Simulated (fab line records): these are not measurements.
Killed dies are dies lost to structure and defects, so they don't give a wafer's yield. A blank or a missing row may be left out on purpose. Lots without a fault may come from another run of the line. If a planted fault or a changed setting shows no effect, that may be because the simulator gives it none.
Matching of chambers | flow n5Finfet | 4 sister chambers for N5_MOL_CONTACT_COAG_STRIP_72 on rieDiel-06
The step strips in N2/H2. 4 wafers are shown with their chamber, then 10 later ones without.

WAFERS, EACH WITH ITS CHAMBER
wafer  | chamber | drypumpMotorCurrentA (A)
L079.4 | 2       | 5.4
L084.2 | 3       | 5.5
L086.6 | 0       | 6.5
L088.5 | 1       | 5.5

WAFERS MISSING THEIR CHAMBER
wafer  | drypumpMotorCurrentA (A)
L088.6 | 6.5
L089.2 | 5.4
L089.5 | 5.5
L089.6 | 6.5
L090.1 | 5.5
L090.3 | 5.3
L090.4 | 5.5
L093.1 | 6.5
L093.2 | 5.5
L093.4 | 5.3

CHAMBER TAKEN BY EACH
wafer  | from the rows above     | in truth
L088.6 | 0                       | 0
L089.2 | 2                       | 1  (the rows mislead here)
L089.5 | can't be placed: 1 or 3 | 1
L089.6 | 0                       | 0
L090.1 | can't be placed: 1 or 3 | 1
L090.3 | 2                       | 2
L090.4 | can't be placed: 1 or 3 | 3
L093.1 | 0                       | 0
L093.2 | can't be placed: 1 or 3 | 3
L093.4 | 2                       | 2
5 of 10 placed correctly. Can't be placed from these rows: 4 (the true chamber is among the candidates in 4). Wrongly placed: 1.
How it was worked out, from the rows above alone: a wafer's distance from a chamber is the root of the sum, over the readings, of the square of ((its reading less the chamber's mean) divided by the reading's scatter). The wafer belongs to the nearest chamber; if the next one is less than 2 further off, it can't be placed. The mean given for a chamber averages the wafers shown for that chamber. The scatter (one wafer shown for each chamber): square how far every hidden wafer sits from the nearest shown wafer, average those squares and take the square root.
